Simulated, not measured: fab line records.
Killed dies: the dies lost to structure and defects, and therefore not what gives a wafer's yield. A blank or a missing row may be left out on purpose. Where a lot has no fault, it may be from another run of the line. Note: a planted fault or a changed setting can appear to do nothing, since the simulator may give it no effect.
fab line records	flow n5-finfet
record: lots: 7	wafers: 21	last-day: 18
route steps=1938 shown BEOL_M12@1656 BEOL_M13@1674 BEOL_M15@1830
lots untouched by any fault: they come from a run of this same line in which no faults occurred
start-h: hours from the record's opening day to when the first of the lot's shown wafers began	wait-h: hours elapsed since this lot's preceding step	" same as the row above	L1.1+2: a single row standing in for several wafers	- no value, or no start was given	* or withheld: withheld	< > ~ a bound
route shown NAME@n: NAME is a module with steps in the file, n the number in the route of the first one	usual: mean/standard deviation of fault-free wafers	same: alike in all rows	chamber/n: place in a boat	sites: readings site by site	_std_site: standard deviation across them	_edge_site: mean of outer sites minus mean of inner sites	radius-mm: how far each site lies from the wafer's centre	mask NAME#n: copy n	behind: the last tool/chamber to shape the wafer	hold: the reason the lot was held/the length of the hold in hours/how it ended	device: whichever transistor did not switch (one of n, p or np)	end of line: tests run on the same wafers once the route is complete	where a step has no rows: the recipe by itself	killed: count of dies lost to structure and defects at first sort (not the wafer's yield)	map: dies across one wafer; x = killed, . = not, _ = none there
set.NAME: the setting as run; set.NAME@STEP: as run at that earlier step	model.NAME: the simulator's own value behind a step, which no gauge read
a sample of lots followed through the steps of the route, with each step as a table and each wafer as a row
services: a tool's chamber out of use, with start hour (start-h, from the record's first day; less than 0 if before it), hours out, and reason
== steps ==
step: N5_BEOL_M12_DEP_53
recipe: material: SiCN	target-thk-a: 300	temp-c: withheld	precursor: 3MS/NH3	pressure-torr: 3	rf-w: 675	time-s: 10.5
usual: showerhead-plenum-p-Torr: 4.152/0.017	throttle-valve-pct: 18.6/1.1
lot.wafer	tool	chamber	start-h	wait-h	showerhead-plenum-p-Torr	throttle-valve-pct
L744.2	pecvd-02	1	309.11	0.0	4.126	18.7
L744.5	"	2	"	"	4.153	18.4
L744.6	"	0	"	"	4.115	20.6
L743.1	pecvd-01	0	309.65	0.0	4.167	17.6
L743.4	"	0	"	"	4.161	17.6
L743.5	"	1	"	"	4.166	18.4
L745.1	pecvd-02	1	326.28	0.0	4.135	18.8
L745.4	"	2	"	"	4.153	18.2
L745.5	"	1	"	"	4.137	18.9
L746.1	pecvd-02	2	334.66	0.0	4.155	18.2
L746.4	"	0	"	"	4.131	20.6
L746.6	"	2	"	"	4.150	18.2
L747.1	pecvd-03	1	337.49	0.0	4.177	19.1
L747.4	"	2	"	"	4.165	16.5
L747.5	"	2	"	"	4.170	16.6
L756.2	pecvd-02	0	388.75	0.0	4.128	20.5
L756.3	"	2	"	"	4.157	18.5
L756.6	"	1	"	"	4.141	19.0
L758.1	pecvd-01	1	403.88	0.0	4.186	18.5
L758.4	"	1	"	"	4.182	18.7
L758.6	"	0	"	"	4.159	17.5
step: N5_BEOL_M13_VIA_ETCH_16
recipe: chemistry: C4F8/O2/Ar	target: SiOC	pressure-mtorr: 30	source-w: 3000	bias-w: 700	Ar_flow_sccm: 400	C4F8_flow_sccm: 15	O2_flow_sccm: 8	he-inner-torr: 15	he-outer-torr: 30	target-depth-a: 9217	time-s: withheld	ion-energy-ev: 250	ends: cleared
usual: drypump-motor-current-A: 5.7/0.35	oes-product-au: 0.70/0.074	rf-vpp-V: 665/4	showerhead-plenum-p-Torr: 3.39/0.13	throttle-valve-pct: 24.24/0.28
lot.wafer	tool	chamber	start-h	wait-h	drypump-motor-current-A	oes-product-au	rf-vpp-V	showerhead-plenum-p-Torr	throttle-valve-pct
L744.2	rie-diel-05	1	309.86	0.0	5.2	0.75	664	3.33	24.23
L744.5	"	1	"	"	5.2	0.75	662	3.33	24.23
L744.6	"	2	"	"	6.0	0.61	667	3.49	23.94
L743.1	rie-diel-06	3	310.40	0.0	5.3	0.81	672	3.61	23.85
L743.4	"	1	"	"	5.9	0.66	658	3.15	24.66
L743.5	"	3	"	"	5.3	0.81	672	3.61	23.86
L745.1	rie-diel-05	0	327.22	0.0	6.2	0.64	664	3.40	24.25
L745.4	"	2	"	"	6.0	0.61	667	3.49	23.94
L745.5	"	2	"	"	6.0	0.62	667	3.49	23.95
L746.1	rie-diel-02	2	335.56	0.0	5.5	0.67	662	3.28	24.13
L746.4	"	3	"	"	5.5	0.65	666	3.37	24.31
L746.6	"	2	"	"	5.5	0.67	663	3.28	24.12
L747.1	rie-diel-02	2	338.51	0.0	5.5	0.67	663	3.28	24.11
L747.4	"	3	"	"	5.5	0.64	665	3.37	24.29
L747.5	"	3	"	"	5.5	0.64	666	3.37	24.29
L756.2	rie-diel-06	2	389.51	0.0	5.9	0.62	660	3.25	24.61
L756.3	"	1	"	"	5.9	0.64	658	3.14	24.70
L756.6	"	3	"	"	5.3	0.78	671	3.60	23.88
L758.1	rie-diel-06	2	404.77	0.0	5.9	0.61	660	3.25	24.61
L758.4	"	3	"	"	5.3	0.79	670	3.60	23.87
L758.6	"	2	"	"	5.9	0.61	660	3.25	24.63
step: N5_BEOL_M13_TRENCH_ETCH_34
recipe: chemistry: C4F8/O2/Ar	target: SiOC	target-depth-a: 4134.7	mask-material: SOC	pressure-mtorr: 30	source-w: 3000	bias-w: 700	Ar_flow_sccm: 400	C4F8_flow_sccm: 15	O2_flow_sccm: 8	he-inner-torr: 15	he-outer-torr: 30	time-s: 162.6	ion-energy-ev: 250
usual: drypump-motor-current-A: 5.7/0.32	oes-product-au: 0.78/0.079	rf-vpp-V: 665/4.5	showerhead-plenum-p-Torr: 3.39/0.15	throttle-valve-pct: 24.28/0.29
lot.wafer	tool	chamber	start-h	wait-h	drypump-motor-current-A	oes-product-au	rf-hours-counter-h	rf-vpp-V	showerhead-plenum-p-Torr	throttle-valve-pct
L744.2	rie-diel-05	1	311.27	0.0	5.2	0.84	62	664	3.33	24.23
L744.5	"	2	"	"	6.1	0.69	-	667	3.49	23.96
L744.6	"	1	"	"	5.2	0.84	-	663	3.33	24.23
L743.1	rie-diel-05	2	311.82	0.0	6.0	0.68	244	668	3.49	23.97
L743.4	"	3	"	"	5.6	0.86	55	663	3.35	24.16
L743.5	"	0	"	"	6.2	0.70	-	665	3.41	24.28
L745.1	rie-diel-06	1	328.61	0.0	5.9	0.73	180	658	3.15	24.66
L745.4	"	0	"	"	5.8	0.77	-	669	3.55	24.32
L745.5	"	3	"	"	5.3	0.89	-	671	3.61	23.85
L746.1	rie-diel-05	0	336.86	0.0	6.2	0.69	204	666	3.40	24.28
L746.4	"	3	"	"	5.6	0.84	-	663	3.35	24.17
L746.6	"	0	"	"	6.1	0.70	-	664	3.40	24.27
L747.1	rie-diel-05	3	340.12	0.0	5.6	0.85	64	664	3.35	24.18
L747.4	"	1	"	"	5.2	0.82	-	665	3.33	24.24
L747.5	"	3	"	"	5.5	0.86	-	664	3.34	24.18
L756.2	rie-diel-06	2	390.89	0.0	5.8	0.69	225	661	3.25	24.61
L756.3	"	0	"	"	5.8	0.76	168	668	3.54	24.32
L756.6	"	3	"	"	5.3	0.86	-	670	3.60	23.88
L758.1	rie-diel-06	3	406.49	0.0	5.3	0.86	67	671	3.60	23.88
L758.4	"	1	"	"	5.9	0.71	202	657	3.14	24.70
L758.6	"	2	"	"	5.9	0.68	-	661	3.25	24.61
step: N5_BEOL_M13_OCD_MEAS_35
usual: trench-depth-nm: 414/6
lot.wafer	tool	chamber	start-h	wait-h	trench-depth-nm
L744.2	ocd-01	-	311.45	0.0	422
L744.5	"	-	"	"	408
L744.6	"	-	"	"	423
L743.1	ocd-01	-	311.99	0.0	405
L743.4	"	-	"	"	413
L743.5	"	-	"	"	411
L745.1	ocd-02	-	328.78	0.0	416
L745.4	"	-	"	"	409
L745.5	"	-	"	"	423
L746.1	ocd-01	-	337.04	0.0	393
L746.4	"	-	"	"	412
L746.6	"	-	"	"	412
L747.1	ocd-01	-	340.30	0.0	393
L747.4	"	-	"	"	416
L747.5	"	-	"	"	394
L756.2	ocd-02	-	391.07	0.0	411
L756.3	"	-	"	"	410
L756.6	"	-	"	"	420
L758.1	ocd-01	-	406.66	0.0	421
L758.4	"	-	"	"	412
L758.6	"	-	"	"	408
step: N5_BEOL_M13_ANNEAL_48
recipe: temp-c: 225	time-s: 90	ambient: N2
usual: wafer_temp_C_max: 225.9/0.31
lot.wafer	tool	chamber	start-h	wait-h	wafer_temp_C_max
L744.2	rtp-anneal-01	0	313.82	0.3	225.6
L744.5	"	0	"	"	225.8
L744.6	"	0	"	"	225.5
L743.1	rtp-anneal-02	0	316.24	0.1	225.9
L743.4	"	0	"	"	226.0
L743.5	"	0	"	"	226.3
L745.1	rtp-anneal-02	0	333.34	0.5	226.4
L745.4	"	0	"	"	226.3
L745.5	"	0	"	"	226.0
L746.1	rtp-anneal-02	0	340.29	0.1	225.7
L746.4	"	0	"	"	225.9
L746.6	"	0	"	"	226.0
L747.1	rtp-anneal-02	0	341.49	0.2	226.0
L747.4	"	0	"	"	226.2
L747.5	"	0	"	"	226.0
L756.2	rtp-anneal-02	0	399.79	0.2	226.1
L756.3	"	0	"	"	226.5
L756.6	"	0	"	"	226.2
L758.1	rtp-anneal-02	0	409.68	0.2	225.9
L758.4	"	0	"	"	226.6
L758.6	"	0	"	"	226.1
step: N5_BEOL_M13_THK_MEAS_50
recipe: thk-meas-gauge: xrf	reads: Cu_of_BEOL_M13_ECD_47
usual: M13_THK: 426/7
lot.wafer	tool	chamber	start-h	wait-h	M13_THK[nm]
L744.2	film-metro-02	-	314.59	-	440
L744.5	"	-	"	"	423
L744.6	"	-	"	"	437
L743.1	film-metro-01	-	316.84	-	416
L743.4	"	-	"	"	421
L743.5	"	-	"	"	422
L745.1	film-metro-01	-	333.94	-	430
L745.4	"	-	"	"	421
L745.5	"	-	"	"	440
L746.1	film-metro-02	-	340.88	-	402
L746.4	"	-	"	"	420
L746.6	"	-	"	"	416
L747.1	film-metro-01	-	342.08	-	403
L747.4	"	-	"	"	429
L747.5	"	-	"	"	405
L756.2	film-metro-01	-	400.34	-	422
L756.3	"	-	"	"	422
L756.6	"	-	"	"	431
L758.1	film-metro-02	-	410.28	-	431
L758.4	"	-	"	"	425
L758.6	"	-	"	"	420
step: N5_BEOL_M13_RS_MEAS_54
recipe: thk-meas-gauge: four-point-probe	reads: Cu_of_BEOL_M13_ECD_47+Ta_of_BEOL_M13_SPUTTER_44+TaN_of_BEOL_M13_SPUTTER_43
usual: M13_RS: 0.0448/0.00067
lot.wafer	tool	chamber	start-h	wait-h	M13_RS[ohm/sq]
L744.2	film-metro-01	-	314.72	0.1	0.0439
L744.5	"	-	"	"	0.0455
L744.6	"	-	"	"	0.0441
L743.1	film-metro-02	-	316.97	0.0	0.0458
L743.4	"	-	"	"	0.0450
L743.5	"	-	"	"	0.0453
L745.1	film-metro-02	-	334.06	0.0	0.0445
L745.4	"	-	"	"	0.0455
L745.5	"	-	"	"	0.0437
L746.1	film-metro-01	-	341.02	0.1	0.0473
L746.4	"	-	"	"	0.0451
L746.6	"	-	"	"	0.0451
L747.1	film-metro-02	-	342.21	0.0	0.0474
L747.4	"	-	"	"	0.0449
L747.5	"	-	"	"	0.0473
L756.2	film-metro-01	-	400.47	0.1	0.0453
L756.3	"	-	"	"	0.0454
L756.6	"	-	"	"	0.0445
L758.1	film-metro-01	-	410.40	0.0	0.0441
L758.4	"	-	"	"	0.0447
L758.6	"	-	"	"	0.0454
step: N5_BEOL_M15_RC_MEAS_101
usual: etest-temp-c: 25.00/0.098	COMB_M10: 1.6e-11/3.3e-12	COMB_M11: 1.5e-11/3e-12	COMB_M12: 7.1e-12/1.4e-12	COMB_M13: 5.5e-12/1.1e-12	COMB_M14: 4.3e-12/7.3e-13	COMB_M15: 3.1e-12/6.9e-13	COMB_M5: 3.7e-11/7.1e-12	COMB_M6: 2.5e-11/4.7e-12	COMB_M7: 2.6e-11/5.1e-12	COMB_M8: 2.6e-11/5.6e-12	COMB_M9: 1.6e-11/3.3e-12	SERP_M10: 3.07/0.073	SERP_M11: 3.07/0.068	SERP_M12: 0.641/0.015	SERP_M13: 0.309/0.0059	SERP_M13_max_site: 0.313/0.0062	SERP_M14: 0.161/0.003	SERP_M14_max_site: 0.163/0.0032	SERP_M5: 38.3/1.4	SERP_M6: 13.9/0.42	SERP_M6_max_site: 14.6/0.5	SERP_M7: 13.8/0.44	SERP_M8: 13.8/0.49	SERP_M9: 3.06/0.063
lot.wafer	tool	chamber	start-h	wait-h	etest-temp-c	COMB_M10[S/m]	COMB_M11[S/m]	COMB_M12[S/m]	COMB_M13[S/m]	COMB_M14[S/m]	COMB_M15[S/m]	COMB_M5[S/m]	COMB_M6[S/m]	COMB_M7[S/m]	COMB_M8[S/m]	COMB_M9[S/m]	SERP_M10[ohm/um]	SERP_M11[ohm/um]	SERP_M12[ohm/um]	SERP_M13[ohm/um]	SERP_M13_max_site[ohm/um]	SERP_M14[ohm/um]	SERP_M14_max_site[ohm/um]	SERP_M5[ohm/um]	SERP_M6[ohm/um]	SERP_M6_max_site[ohm/um]	SERP_M7[ohm/um]	SERP_M8[ohm/um]	SERP_M9[ohm/um]
L744.2	prober-01	0	331.37	0.2	24.87	1.2e-11	2e-11	6.4e-12	4.3e-12	3.3e-12	4.1e-12	4.2e-11	2.5e-11	3.3e-11	3.2e-11	1.7e-11	3.05	3.00	0.624	0.297	0.298	0.161	0.163	40.1	14.1	15.0	13.5	14.2	2.99
L744.5	"	0	"	"	25.00	1.3e-11	1.7e-11	6.4e-12	3.8e-12	3.3e-12	2.9e-12	4.6e-11	2.4e-11	2e-11	2.6e-11	1.1e-11	3.11	3.13	0.643	0.308	0.311	0.156	0.157	38.4	14.7	15.2	14.0	14.2	3.14
L744.6	"	0	"	"	24.83	1.3e-11	1.77e-11	4.9e-12	3.8e-12	2.6e-12	4.1e-12	3.3e-11	2.1e-11	2.5e-11	2.2e-11	1.2e-11	2.96	2.94	0.649	0.305	0.308	0.158	0.159	41.3	14.3	14.7	14.1	13.6	2.99
L743.1	prober-02	0	333.55	0.0	25.01	1.4e-11	1.04e-11	6e-12	7e-12	3.6e-12	2.3e-12	3.2e-11	2.2e-11	1.7e-11	2e-11	1.2e-11	3.06	3.21	0.640	0.316	0.319	0.158	0.159	36.6	13.8	15.5	13.9	14.1	3.10
L743.4	"	0	"	"	25.24	1.3e-11	8.8e-12	7e-12	5.7e-12	3e-12	3e-12	3.5e-11	2.5e-11	2.6e-11	2.6e-11	1.5e-11	2.93	3.13	0.680	0.312	0.313	0.165	0.166	37.0	14.0	14.9	13.7	14.5	3.00
L743.5	"	0	"	"	25.11	1.1e-11	1.37e-11	9.4e-12	6.4e-12	6.3e-12	3.1e-12	3.7e-11	3.2e-11	2.4e-11	2.8e-11	1.2e-11	3.00	3.02	0.642	0.312	0.315	0.160	0.162	36.4	13.8	14.4	13.7	13.6	2.96
L745.1	prober-02	0	345.73	0.0	25.11	2.2e-11	1.51e-11	7.7e-12	5.9e-12	3.4e-12	3e-12	3.6e-11	2.4e-11	2.7e-11	2.8e-11	1.6e-11	3.17	3.07	0.630	0.307	0.309	0.165	0.166	36.6	14.2	14.5	13.4	14.6	3.05
L745.4	"	0	"	"	24.86	1.8e-11	1.47e-11	8.5e-12	4.1e-12	4e-12	3.1e-12	4.3e-11	2.8e-11	1.9e-11	3.4e-11	1.6e-11	3.11	3.10	0.633	0.312	0.315	0.163	0.165	39.6	14.0	15.4	13.4	14.7	3.02
L745.5	"	0	"	"	24.98	1.3e-11	1.32e-11	1.15e-11	5.3e-12	3.2e-12	2.6e-12	4.4e-11	2.4e-11	1.5e-11	3e-11	2.3e-11	3.04	3.07	0.635	0.299	0.301	0.160	0.162	39.3	14.2	15.1	13.2	15.3	3.10
L746.1	prober-02	0	350.22	0.0	25.08	1.6e-11	1.4e-11	8.3e-12	5.5e-12	3.8e-12	3.7e-12	3.1e-11	1.9e-11	3e-11	4.2e-11	1.6e-11	3.10	2.94	0.643	0.327	0.331	0.167	0.170	37.0	13.4	13.8	14.1	13.8	2.95
L746.4	"	0	"	"	24.95	1.7e-11	1.14e-11	7.1e-12	6.4e-12	3.9e-12	3.5e-12	4.4e-11	3.3e-11	2.9e-11	2.9e-11	1.5e-11	3.06	3.09	0.660	0.313	0.318	0.163	0.165	36.5	14.3	15.0	13.8	13.2	3.02
L746.6	"	0	"	"	24.95	1.6e-11	1.18e-11	5.9e-12	5.2e-12	4.2e-12	3.4e-12	3.1e-11	2.1e-11	1.9e-11	3.8e-11	1.1e-11	3.04	3.07	0.634	0.310	0.314	0.164	0.167	38.7	13.4	14.0	13.5	13.9	3.03
L747.1	prober-02	0	355.81	0.0	25.09	1.7e-11	1.56e-11	6.6e-12	5.8e-12	3.5e-12	2.5e-12	2.4e-11	2.4e-11	3.6e-11	2.7e-11	2.2e-11	3.04	2.98	0.618	0.327	0.330	0.163	0.164	39.7	13.7	14.5	14.2	13.9	3.01
L747.4	"	0	"	"	24.98	1.5e-11	1.84e-11	7.4e-12	7.4e-12	3.2e-12	2.4e-12	2.6e-11	3.5e-11	2.3e-11	1.7e-11	1.8e-11	2.97	3.02	0.646	0.306	0.311	0.161	0.162	37.9	14.1	14.6	13.9	13.9	3.10
L747.5	"	0	"	"	25.03	1.7e-11	1.18e-11	8.1e-12	6.1e-12	2.6e-12	2.7e-12	3.9e-11	3.4e-11	3.5e-11	1.9e-11	2e-11	2.96	3.12	0.651	0.329	0.331	0.163	0.164	37.5	14.4	14.8	13.9	13.6	3.04
L756.2	prober-01	0	411.79	0.2	24.94	2.2e-11	1.91e-11	6.9e-12	5.7e-12	3.6e-12	2.6e-12	2.7e-11	3.6e-11	2.6e-11	1.8e-11	1.4e-11	3.10	3.13	0.635	0.311	0.316	0.160	0.162	37.7	13.8	14.2	13.6	13.3	3.10
L756.3	"	0	"	"	25.20	1.7e-11	1.83e-11	6.7e-12	5.8e-12	4.1e-12	4.1e-12	3.2e-11	2.2e-11	2.8e-11	2.3e-11	1.5e-11	3.14	3.08	0.639	0.313	0.314	0.161	0.162	37.6	14.2	14.9	13.7	13.0	3.08
L756.6	"	0	"	"	25.07	1.8e-11	2.15e-11	6e-12	5.2e-12	4.4e-12	2.3e-12	4.2e-11	2.4e-11	2.6e-11	1.6e-11	2e-11	3.04	3.13	0.637	0.304	0.306	0.161	0.161	36.8	13.4	13.9	13.5	13.2	3.06
L758.1	prober-01	0	421.35	0.0	24.81	1.9e-11	2.45e-11	6.5e-12	4.3e-12	4.8e-12	1.9e-12	3.9e-11	3.3e-11	2.5e-11	2.1e-11	1.2e-11	3.05	3.06	0.666	0.300	0.305	0.162	0.162	37.6	13.7	14.2	14.3	13.1	3.02
L758.4	"	0	"	"	25.11	1.8e-11	1.58e-11	7.5e-12	6e-12	3.6e-12	3.6e-12	3.6e-11	2.8e-11	3.3e-11	2.4e-11	1.5e-11	3.14	2.98	0.633	0.310	0.312	0.160	0.162	40.1	13.8	14.2	14.1	13.3	3.00
L758.6	"	0	"	"	24.88	1.5e-11	1.62e-11	6.1e-12	5.9e-12	4.9e-12	2.4e-12	2.5e-11	2.3e-11	2.9e-11	2.5e-11	1.5e-11	3.08	3.16	0.665	0.314	0.317	0.161	0.162	37.3	14.3	14.5	14.1	13.6	3.10
sites SERP_M13 radius-mm=0,75,75,75,75,140,140,140,140
L744.2 0.297 0.298 0.298 0.296 0.297 0.294 0.297 0.298 0.298
L743.1 0.314 0.317 0.316 0.314 0.315 0.318 0.315 0.316 0.319
L745.1 0.307 0.308 0.309 0.308 0.307 0.305 0.305 0.306 0.303
L746.1 0.325 0.328 0.330 0.331 0.327 0.325 0.329 0.327 0.323
L747.1 0.323 0.328 0.330 0.330 0.327 0.325 0.321 0.327 0.328
L756.2 0.309 0.310 0.315 0.312 0.311 0.311 0.311 0.316 0.314
L758.1 0.300 0.304 0.302 0.302 0.305 0.300 0.296 0.295 0.300
== services ==
tool	chamber	start-h	hours	kind
rie-diel-05	0	290.58	14.1	repair
pecvd-01	0	320.20	12.9	repair
rie-diel-06	2	323.89	4.5	repair
pecvd-03	0	333.37	5.5	scheduled-down
rie-diel-05	2	335.81	-	clean
rie-diel-05	2	335.81	-	consumable-replace:focus-ring
rie-diel-05	2	335.81	25.0	scheduled-down
rie-diel-05	2	335.81	25.0	vent-cycle
pecvd-03	0	347.29	2.1	scheduled-down
rie-diel-02	1	351.37	14.6	repair
rie-diel-05	3	356.99	15.0	repair
rie-diel-05	1	391.04	3.1	repair
rie-diel-05	0	394.11	18.5	repair
== key ==
first-sign: step: N5_BEOL_M13_OCD_MEAS_35	reading: trench-depth-nm	direction: down	sigmas: 3.5	usual: 414	struck: 393
effect: step: N5_BEOL_M13_THK_MEAS_50	reading: M13_THK	direction: down	sigmas: 3.2	usual: 426	struck: 403
effect: step: N5_BEOL_M13_RS_MEAS_54	reading: M13_RS	direction: up	sigmas: 3.7	usual: 0.0448	struck: 0.0473
effect: step: N5_BEOL_M15_RC_MEAS_101	reading: SERP_M13	direction: up	sigmas: 3.1	usual: 0.309	struck: 0.328
met-at N5_BEOL_M13_TRENCH_ETCH_34
struck-lots L746,L747
struck-wafers L746.1,L747.1,L747.5
not-acting-at N5_BEOL_M12_DEP_53,N5_BEOL_M13_VIA_ETCH_16,N5_BEOL_M13_ANNEAL_48
onset-between 311.82 336.86
fault: kind: process-parameter-drift	tool: rie-diel-05	chamber: -	onset-h: 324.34	steps: N5_BEOL_M13_TRENCH_ETCH_34	channel: time-s	offset: *	shape: step	end-h: 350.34	scope: struck-wafers-only	acts-in: *	stated: *
